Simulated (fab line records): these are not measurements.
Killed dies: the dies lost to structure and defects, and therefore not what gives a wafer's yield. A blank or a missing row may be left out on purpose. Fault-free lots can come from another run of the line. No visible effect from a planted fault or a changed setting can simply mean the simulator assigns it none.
Chamber matching :: flow nand-harc :: NHARC_A_STAIRCASE_TRIM_20 on rie-diel-07 has 4 sister chambers
The step chemistry O2, time 211.2 s. 4 wafers are shown with their chamber, then 7 later ones without.

## WAFERS, EACH WITH ITS CHAMBER
wafer: L087.3
chamber: 1
drypump-motor-current-A (A): 4.8

wafer: L087.5
chamber: 3
drypump-motor-current-A (A): 5.6

wafer: L087.2
chamber: 2
drypump-motor-current-A (A): 6.0

wafer: L087.4
chamber: 0
drypump-motor-current-A (A): 6.7

## WAFERS WHOSE CHAMBER IS MISSING
wafer: L087.6
drypump-motor-current-A (A): 6.7

wafer: L090.1
drypump-motor-current-A (A): 4.7

wafer: L090.3
drypump-motor-current-A (A): 5.5

wafer: L090.6
drypump-motor-current-A (A): 5.5

wafer: L095.1
drypump-motor-current-A (A): 6.7

wafer: L095.2
drypump-motor-current-A (A): 5.6

wafer: L095.4
drypump-motor-current-A (A): 6.0

## WHICH CHAMBER EACH WENT THROUGH
wafer: L087.6
from the rows above: 0
in truth: 0

wafer: L090.1
from the rows above: 1
in truth: 1

wafer: L090.3
from the rows above: 3
in truth: 3

wafer: L090.6
from the rows above: 3
in truth: 3

wafer: L095.1
from the rows above: 0
in truth: 0

wafer: L095.2
from the rows above: 3
in truth: 3

wafer: L095.4
from the rows above: 2
in truth: 2
Placed correctly: 7 of 7. Not placeable from these rows: 0. Number placed wrongly: 0.
How it was worked out, from the rows above alone: a wafer's distance from a chamber is the root of the sum, over the readings, of the square of ((its reading less the chamber's mean) divided by the reading's scatter). The wafer belongs to the nearest chamber; if the next one is less than 2 further off, it can't be placed. Each chamber's mean is taken over the wafers shown for it. The scatter (one wafer shown for each chamber): square how far every hidden wafer sits from the nearest shown wafer, average those squares and take the square root.
